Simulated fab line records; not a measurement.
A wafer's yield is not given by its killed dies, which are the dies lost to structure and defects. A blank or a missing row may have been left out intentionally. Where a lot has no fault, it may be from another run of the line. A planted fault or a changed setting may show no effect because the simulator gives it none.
The tool behind it: which one?    flow n5Finfet    30 wafers from 10 lots sampled at 5 of the route's 1938 steps

WHAT THE GAUGES SHOWED, per wafer
N5_BEOL_M13_INSPECT_12: inspects for defects (macro). Usual: rawDefectCount at 2.0, with a standard deviation of 1.4.
lot   measured      on                rawDefectCount  flag
L565  day 12 08:29  defectInspect-02  2 0 3           
L567  day 13 11:14  defectInspect-02  2 3 4           
L566  day 13 17:20  defectInspect-02  1 2 1           
L572  day 13 17:44  defectInspect-02  1 2 3           
L571  day 13 17:55  defectInspect-01  1 2 4           
L570  day 14 01:52  defectInspect-02  2 0 2           
L584  day 17 21:08  defectInspect-02  3 2 3           
L583  day 18 11:47  defectInspect-02  1 3 1           
L582  day 18 13:58  defectInspect-01  1 4 3           
L587  day 18 19:22  defectInspect-01  0 2 0           

N5_BEOL_M13_OVL_MEAS_29. Usual: M13_OVL -3 nm, standard deviation 4.9.
lot   measured      on          M13_OVL (nm)  flag
L565  day 12 09:24  overlay-02  -2 -3 1       
L567  day 13 12:21  overlay-01  3 -1 0        
L566  day 13 18:26  overlay-02  -6 -5 0       
L572  day 13 18:58  overlay-01  0 -4 -9       
L571  day 13 19:32  overlay-02  -8 -13 -13    
L570  day 14 02:55  overlay-02  -3 2 0        
L584  day 17 22:03  overlay-02  -2 -7 -5      
L583  day 18 12:59  overlay-01  -7 -8 -5      
L582  day 18 14:53  overlay-01  -2 -3 -9      
L587  day 18 20:25  overlay-01  -7 4 0        

N5_BEOL_M13_INSPECT_30: inspects for defects (macro). Usual: rawDefectCount at 2.2, with a standard deviation of 1.5.
lot   measured      on                rawDefectCount  flag
L565  day 12 09:25  defectInspect-02  0 4 2           
L567  day 13 12:22  defectInspect-02  1 2 3           
L566  day 13 18:28  defectInspect-02  0 1 4           
L572  day 13 18:59  defectInspect-02  1 3 3           
L571  day 13 19:34  defectInspect-01  >300 1 2        
L570  day 14 02:56  defectInspect-02  >300 1 1        
L584  day 17 22:05  defectInspect-02  4 3 0           
L583  day 18 13:01  defectInspect-02  0 2 4           
L582  day 18 14:54  defectInspect-01  0 3 1           
L587  day 18 20:26  defectInspect-01  2 2 2           

EACH LOT AND THE TOOL THAT RAN IT (in order: tool; ch and the chambers of the sampled wafers; start)
lot   N5_BEOL_M13_DESCUM_15              N5_BEOL_M13_ETCH_59
L565  rieDiel-02 ch 1,2,3, day 12 08:31  rieDiel-02 ch 1,2,3, day 12 08:33
L567  rieDiel-02 ch 0,1,3, day 13 11:17  rieDiel-02 ch 0,1,3, day 13 11:19
L566  rieDiel-04 ch 1,2,3, day 13 17:22  rieDiel-04 ch 1,2,3, day 13 17:23
L572  rieDiel-01 ch 0,1,3, day 13 17:57  rieDiel-01 ch 0,1,3, day 13 17:59
L571  rieDiel-01 ch 0,2,3, day 13 18:15  rieDiel-01 ch 0,2,3, day 13 18:17
L570  rieDiel-01 ch 0,2,3, day 14 01:53  rieDiel-01 ch 0,2,3, day 14 01:56
L584  rieDiel-01 ch 0,2,3, day 17 21:10  rieDiel-01 ch 0,2,3, day 17 21:11
L583  rieDiel-01 ch 0,1,3, day 18 12:07  rieDiel-01 ch 0,1,3, day 18 12:08
L582  rieDiel-01 ch 0,1,3, day 18 13:59  rieDiel-01 ch 0,1,3, day 18 14:01
L587  rieDiel-01 ch 0,1,3, day 18 19:31  rieDiel-01 ch 0,1,3, day 18 19:34
- N5_BEOL_M13_DESCUM_15: chemistry O2, time 7.9 s.
- N5_BEOL_M13_ETCH_59: etches BARC in N2/H2, target depth 89 nm, overetch 26.7 nm, time 67.9 s.

AS READ BY THE TOOLS THEMSELVES (means over the sampled wafers that have a number; for cases with no such wafer, the mark the record gives instead)
N5_BEOL_M13_DESCUM_15. Usual: drypumpMotorCurrentA 5.3 A, standard deviation 0.43; oesProductAu 0.77 a.u., standard deviation 0.09; rfVppV 244.0 V, standard deviation 0.9; showerheadPlenumPTorr 2.15 Torr, standard deviation 0.043; throttleValvePct 20.44 %, standard deviation 0.22.
lot   tool        drypumpMotorCurrentA (A)  oesProductAu (a.u.)  rfVppV (V)  showerheadPlenumPTorr (Torr)  throttleValvePct (%)  flag
L565  rieDiel-02  5.1                       0.78                 244.0       2.19                          20.44                 
L567  rieDiel-02  5.2                       0.72                 244.3       2.17                          20.35                 
L566  rieDiel-04  5.7                       0.78                 243.0       2.13                          20.37                 
L572  rieDiel-01  5.3                       0.79                 244.1       2.16                          20.33                 
L571  rieDiel-01  5.0                       0.72                 244.1       2.14                          20.43                 
L570  rieDiel-01  5.0                       0.72                 244.1       2.14                          20.43                 
L584  rieDiel-01  5.0                       0.69                 243.6       2.13                          20.48                 
L583  rieDiel-01  5.3                       0.75                 244.3       2.15                          20.38                 
L582  rieDiel-01  5.3                       0.75                 243.9       2.15                          20.38                 
L587  rieDiel-01  5.3                       0.75                 244.3       2.14                          20.38                 

N5_BEOL_M13_ETCH_59. Usual: drypumpMotorCurrentA 5.3 A, standard deviation 0.43; h2FlowSccm 200.1 sccm, standard deviation 0.6; oesProductAu 0.66 a.u., standard deviation 0.073; rfVppV 525.8 V, standard deviation 1.7; showerheadPlenumPTorr 2.61 Torr, standard deviation 0.056; throttleValvePct 17.90 %, standard deviation 0.23.
lot   tool        drypumpMotorCurrentA (A)  h2FlowSccm (sccm)  oesProductAu (a.u.)  rfVppV (V)  showerheadPlenumPTorr (Torr)  throttleValvePct (%)  flag
L565  rieDiel-02  5.1                       200.6              0.66                 527.5       2.66                          17.93                 
L567  rieDiel-02  5.2                       200.0              0.62                 527.8       2.64                          17.83                 
L566  rieDiel-04  5.7                       200.1              0.67                 524.7       2.58                          17.80                 
L572  rieDiel-01  5.3                       199.8              0.68                 526.1       2.63                          17.81                 
L571  rieDiel-01  5.1                       199.3              0.62                 525.7       2.60                          17.85                 
L570  rieDiel-01  5.1                       200.1              0.62                 525.8       2.60                          17.86                 
L584  rieDiel-01  5.0                       199.9              0.61                 525.9       2.58                          17.90                 
L583  rieDiel-01  5.3                       200.5              0.64                 525.0       2.61                          17.87                 
L582  rieDiel-01  5.3                       200.3              0.64                 525.4       2.61                          17.86                 
L587  rieDiel-01  5.3                       199.6              0.64                 525.6       2.61                          17.87                 

THE ANSWER, worked out from the rows above alone
Rule: take the mean of a lot's wafers that have a number; if it is more than 3 standard deviations from the usual mean, the lot is off. Also off: a lot with no number at a reading for which 4 or more lots have one. The other lots that the step has rows for count as sound. Order of review: gauges by route order, followed by the tools' own readings, for which a lot's mean as printed above is used. The first step at which some lot is off is used, and at that step the reading that is off furthest; a lot without a number counts as furthest.
Nothing can be told from this: no lot is off at any reading shown.

WHAT THE SIMULATOR HAD INSERTED
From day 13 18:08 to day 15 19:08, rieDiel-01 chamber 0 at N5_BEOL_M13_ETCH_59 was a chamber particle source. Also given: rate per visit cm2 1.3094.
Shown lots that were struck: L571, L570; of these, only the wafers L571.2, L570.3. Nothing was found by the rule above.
